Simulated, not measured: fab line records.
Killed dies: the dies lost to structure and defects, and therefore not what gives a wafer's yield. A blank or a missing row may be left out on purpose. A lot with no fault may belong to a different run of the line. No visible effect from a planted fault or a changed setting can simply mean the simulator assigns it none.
Which of the tools did it? -- flow n5_finfet -- 10 lots with 30 wafers sampled at 5 steps, on a route of 1938 steps

## WHAT EACH GAUGE READ, for each wafer
N5_WELL_APT_INSPECT_38: inspects for defects (darkfield). Usual: 14 for raw_defect_count, sd 5.2.
lot,measured,on,raw_defect_count,flag
L926,day 1 16:49,defect_inspect-02,26 26 18,
L927,day 1 22:38,defect_inspect-02,10 13 13,
L929,day 2 11:07,defect_inspect-01,19 14 5,
L932,day 3 04:32,defect_inspect-01,11 19 13,
L935,day 3 23:07,defect_inspect-02,19 8 15,
L939,day 4 23:35,defect_inspect-01,9 18 12,
L942,day 5 18:08,defect_inspect-02,4 12 13,
L943,day 5 23:01,defect_inspect-01,18 10 12,
L947,day 6 22:47,defect_inspect-02,14 14 22,
L949,day 7 11:07,defect_inspect-01,21 17 19,

N5_BEOL_M4_RC_MEAS_101. Usual: DIBL_N 35.8 mV/V, standard deviation 1.7; DIBL_P 35.3 mV/V, standard deviation 2; IOFF_N 0.150 nA/um, standard deviation 0.026; IOFF_P 0.194 nA/um, standard deviation 0.029; ION_N 667 uA/um, standard deviation 11; ION_P 456 uA/um, standard deviation 7.1; SS_N 71.4 mV/dec, standard deviation 0.65; SS_P 73.1 mV/dec, standard deviation 0.64; VT_N 251 mV, standard deviation 3; VT_P -252 mV, standard deviation 3.2.
lot,measured,on,DIBL_N (mV/V),DIBL_P (mV/V),IOFF_N (nA/um),IOFF_P (nA/um),ION_N (uA/um),ION_P (uA/um),SS_N (mV/dec),SS_P (mV/dec),VT_N (mV),VT_P (mV),flag
L926,day 9 17:53,prober-01,36.5 32.5 35.6,36.8 32.0 36.5,0.156 0.103 0.150,0.193 0.136 0.190,678 649 675,461 447 466,72.2 70.9 71.2,73.0 71.8 74.1,253 258 250,-252 -258 -254,
L927,day 11 02:30,prober-01,37.5 38.0 35.9,35.6 37.8 35.0,0.165 0.195 0.141,0.191 0.236 0.187,659 665 644,444 447 442,72.8 72.9 72.0,73.9 74.3 72.9,253 246 253,-255 -248 -253,
L929,day 10 23:08,prober-02,36.3 35.5 35.1,39.2 38.0 37.0,0.181 0.148 0.158,0.208 0.189 0.186,679 659 675,459 453 458,71.7 72.0 71.8,73.6 73.9 72.7,248 249 252,-252 -253 -253,
L932,day 11 20:26,prober-02,34.8 35.6 34.6,34.4 35.2 33.4,0.118 0.126 0.110,0.165 0.167 0.152,659 649 638,450 448 445,70.4 71.1 70.9,72.9 72.2 72.4,254 254 257,-255 -256 -259,
L935,day 12 13:01,prober-01,34.5 33.9 35.6,36.0 34.6 36.7,0.148 0.136 0.175,0.217 0.202 0.238,665 660 671,464 463 462,71.5 70.9 71.9,73.9 72.9 73.8,250 251 247,-247 -250 -246,
L939,day 12 22:57,prober-01,35.4 36.5 36.5,34.1 35.8 34.9,0.146 0.153 0.155,0.177 0.193 0.184,670 656 661,454 447 453,71.3 72.2 71.7,72.7 72.5 73.5,251 251 251,-253 -252 -252,
L942,day 14 01:35,prober-01,34.5 34.4 36.1,34.0 32.9 35.3,0.121 0.116 0.143,0.179 0.167 0.204,650 656 668,454 451 455,71.1 70.8 71.9,73.7 72.8 72.8,254 255 253,-250 -255 -251,
L943,day 14 15:55,prober-01,38.3 34.6 37.8,35.3 32.8 36.3,0.174 0.125 0.165,0.187 0.152 0.194,662 664 672,449 457 459,72.7 70.5 71.2,73.4 71.7 72.6,247 250 249,-253 -254 -252,
L947,day 15 08:19,prober-01,34.3 36.6 34.5,34.8 37.6 35.9,0.117 0.153 0.129,0.170 0.217 0.184,668 666 674,463 458 463,70.9 71.9 71.3,73.4 73.2 73.1,255 253 252,-253 -251 -253,
L949,day 15 13:35,prober-02,36.4 32.1 38.1,37.8 30.6 38.0,0.167 0.103 0.195,0.192 0.114 0.186,676 649 674,457 443 452,71.4 70.6 72.7,73.8 71.6 73.5,247 255 247,-252 -260 -255,

## EACH LOT AND THE TOOL THAT RAN IT (in order: tool; ch and the chambers of the sampled wafers; start)
lot,N5_WELL_APT_DESCUM_13,N5_PMOS_HMC_CHANNEL_EPI_PEB_07,N5_PMOS_HMC_CHANNEL_EPI_FIN_RECESS_16
L926,"rie_diel-04 ch 1,2,3, day 1 13:58","litho_track-02 ch 0, day 1 17:12","rie_si-02 ch 1,2, day 1 17:49"
L927,"rie_diel-04 ch 0,1,3, day 1 19:47","litho_track-04 ch 0, day 1 23:01","rie_si-03 ch 0,1,3, day 1 23:38"
L929,"rie_diel-03 ch 1,2, day 2 08:22","litho_track-01 ch 0, day 2 11:29","rie_si-03 ch 1,3, day 2 12:08"
L932,"rie_diel-01 ch 1,2, day 3 01:46","litho_track-02 ch 0, day 3 04:55","rie_si-06 ch 0,2,3, day 3 05:31"
L935,"rie_diel-04 ch 0,2,3, day 3 20:20","litho_track-01 ch 0, day 3 23:29","rie_si-02 ch 1,2,3, day 4 00:44"
L939,"rie_diel-03 ch 0,1,2, day 4 20:00","litho_track-02 ch 0, day 4 23:58","rie_si-06 ch 1,3, day 5 00:35"
L942,"rie_diel-03 ch 1,2,3, day 5 15:06","litho_track-02 ch 0, day 5 18:31","rie_si-02 ch 0,3, day 5 19:07"
L943,"rie_diel-03 ch 0,1,2, day 5 19:46","litho_track-02 ch 0, day 5 23:16","rie_si-02 ch 0,1,3, day 5 23:53"
L947,"rie_diel-01 ch 1,2,3, day 6 19:40","litho_track-01 ch 0, day 6 23:10","rie_si-06 ch 2,3, day 6 23:47"
L949,"rie_diel-04 ch 0,3, day 7 08:05","litho_track-01 ch 0, day 7 11:29","rie_si-02 ch 0,1,2, day 7 12:06"
- N5_WELL_APT_DESCUM_13: chemistry O2, time 7.9 s.
- N5_PMOS_HMC_CHANNEL_EPI_PEB_07: peb time 60 s.
- N5_PMOS_HMC_CHANNEL_EPI_FIN_RECESS_16: chemistry HBr/Cl2, target Si, target depth 54 nm, time 18 s.

## WHAT THE TOOLS THEMSELVES READ (means of the sampled wafers that have a number; where no wafer has one, the mark that the record gives instead)
N5_WELL_APT_DESCUM_13. Usual: bias_power_w 20.00 W, standard deviation 0.063; drypump_motor_current_A 5.8 A, standard deviation 0.51; oes_product_au 0.76 a.u., standard deviation 0.075; rf_vpp_V 243.0 V, standard deviation 1.3; showerhead_plenum_p_Torr 2.08 Torr, standard deviation 0.066; throttle_valve_pct 20.48 %, standard deviation 0.26.
lot,tool,bias_power_w (W),drypump_motor_current_A (A),oes_product_au (a.u.),rf_vpp_V (V),showerhead_plenum_p_Torr (Torr),throttle_valve_pct (%),flag
L926,rie_diel-04,20.06,5.7,0.74,242.7,2.06,20.43,
L927,rie_diel-04,20.02,5.9,0.75,244.0,2.10,20.48,
L929,rie_diel-03,19.97,5.3,0.79,243.6,2.08,20.15,
L932,rie_diel-01,20.05,6.0,0.72,242.1,2.05,20.84,
L935,rie_diel-04,20.03,5.6,0.75,242.3,2.05,20.62,
L939,rie_diel-03,19.96,5.3,0.73,242.8,2.06,20.31,
L942,rie_diel-03,19.99,5.7,0.74,244.6,2.12,20.32,
L943,rie_diel-03,19.97,5.4,0.72,242.1,2.06,20.32,
L947,rie_diel-01,19.99,6.1,0.90,242.4,2.05,20.45,
L949,rie_diel-04,20.01,5.5,0.73,242.3,2.03,20.51,

N5_PMOS_HMC_CHANNEL_EPI_PEB_07. Usual: 109.98 C for plate_temp_C, sd 0.13.
lot,tool,plate_temp_C (C),flag
L926,litho_track-02,110.04,
L927,litho_track-04,110.03,
L929,litho_track-01,110.03,
L932,litho_track-02,109.88,
L935,litho_track-01,109.93,
L939,litho_track-02,110.07,
L942,litho_track-02,110.85,OFF
L943,litho_track-02,110.86,OFF
L947,litho_track-01,109.89,
L949,litho_track-01,109.95,

N5_PMOS_HMC_CHANNEL_EPI_FIN_RECESS_16. Usual: drypump_motor_current_A 5.6 A, standard deviation 0.38; he_backside_leak_sccm 2.8 sccm, standard deviation 0.38; oes_product_au 1.006 a.u., standard deviation 0.012; throttle_valve_pct 35.47 %, standard deviation 0.26.
lot,tool,drypump_motor_current_A (A),he_backside_leak_sccm (sccm),oes_product_au (a.u.),throttle_valve_pct (%),flag
L926,rie_si-02,6.1,2.8,1.013,35.29,
L927,rie_si-03,5.3,2.5,1.005,35.56,
L929,rie_si-03,5.4,2.7,1.012,35.46,
L932,rie_si-06,5.8,3.2,0.991,35.50,
L935,rie_si-02,5.8,2.9,1.006,35.42,
L939,rie_si-06,6.1,2.6,0.996,35.84,
L942,rie_si-02,5.4,2.7,1.004,35.62,
L943,rie_si-02,5.6,2.7,1.007,35.44,
L947,rie_si-06,6.1,2.9,0.995,35.45,
L949,rie_si-02,5.8,2.8,1.016,35.30,

## THE ANSWER, worked out from the rows above alone
Rule: a lot is off if the mean of its wafers that have a number lies more than 3 standard deviations from the usual mean. Also off: a lot with no number at a reading for which 4 or more lots have one. All remaining lots with rows at the step are treated as sound. First the gauges in route order, then the tools' own readings, where a lot's mean is used as printed above. The first step at which some lot is off is used, and at that step the reading that is off furthest; a lot without a number counts as furthest.
Off at N5_PMOS_HMC_CHANNEL_EPI_PEB_07 (plate_temp_C): L942, L943.
If a tool, at that step or one of the process steps before it, ran each lot that is off and ran no sound lot following the first of them, it fits. 2 tools fit, rie_diel-03 at N5_WELL_APT_DESCUM_13 and litho_track-02 at N5_PMOS_HMC_CHANNEL_EPI_PEB_07, so this cannot tell which one it is.

## WHAT THE SIMULATOR HAD INSERTED
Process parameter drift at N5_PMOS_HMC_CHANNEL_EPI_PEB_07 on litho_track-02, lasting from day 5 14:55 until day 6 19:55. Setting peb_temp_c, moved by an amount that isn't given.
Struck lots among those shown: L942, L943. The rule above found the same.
